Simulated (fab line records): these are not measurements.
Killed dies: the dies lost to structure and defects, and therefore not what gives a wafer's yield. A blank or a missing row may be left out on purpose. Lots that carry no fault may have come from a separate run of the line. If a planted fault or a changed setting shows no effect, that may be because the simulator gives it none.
Chamber matching    flow nand harc    4 sister chambers for NHARC_A_CHANNEL_FILL_D2_CMP_10 on cmp-01
The step polishes, target thk 150 nm. 8 wafers are shown with their chamber, then 9 later ones without.

EACH WAFER AND ITS CHAMBER
wafer   chamber  motor current A (A)  time to endpoint s (s)
L082.4  2        12.1                 16.1
L082.6  3        11.1                 16.9
L085.1  1        10.8                 13.6
L085.5  2        12.3                 13.7
L085.6  1        10.9                 14.8
L088.4  0        10.6                 13.0
L088.5  3        11.8                 11.9
L088.6  0        10.7                 11.2

WAFERS MISSING THEIR CHAMBER
wafer   motor current A (A)  time to endpoint s (s)
L092.3  10.8                 11.2
L092.5  13.0                 14.1
L092.6  10.7                 10.0
L094.2  10.2                 13.3
L094.4  11.4                 13.3
L094.6  11.3                 13.5
L095.2  10.8                 8.7
L095.3  12.7                 10.9
L095.5  12.2                 11.1

CHAMBER TAKEN BY EACH
wafer   from the rows above           in truth
L092.3  can't be placed: 0 or 1       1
L092.5  2                             2
L092.6  can't be placed: 0 or 1       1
L094.2  can't be placed: 0 or 1       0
L094.4  can't be placed: 3 or 1       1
L094.6  can't be placed: 3 or 1 or 0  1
L095.2  can't be placed: 0 or 1 or 3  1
L095.3  2                             2
L095.5  can't be placed: 2 or 3       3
Placed correctly: 2 of 9. Can't be placed from these rows: 7 (the true chamber is among the candidates in 7). Placed wrongly: 0.
How it was worked out, from the rows above alone: a wafer's distance from a chamber is the root of the sum, over the readings, of the square of ((its reading less the chamber's mean) divided by the reading's scatter). If the next closest chamber is less than 2 further off than the closest, the wafer can't be placed; otherwise it belongs to the closest. For every chamber, the mean is computed from those of its wafers that are shown. The scatter is the square root of a quotient: the sum, over the shown wafers, of each reading's squared deviation from its chamber's mean, divided by wafers minus chambers.
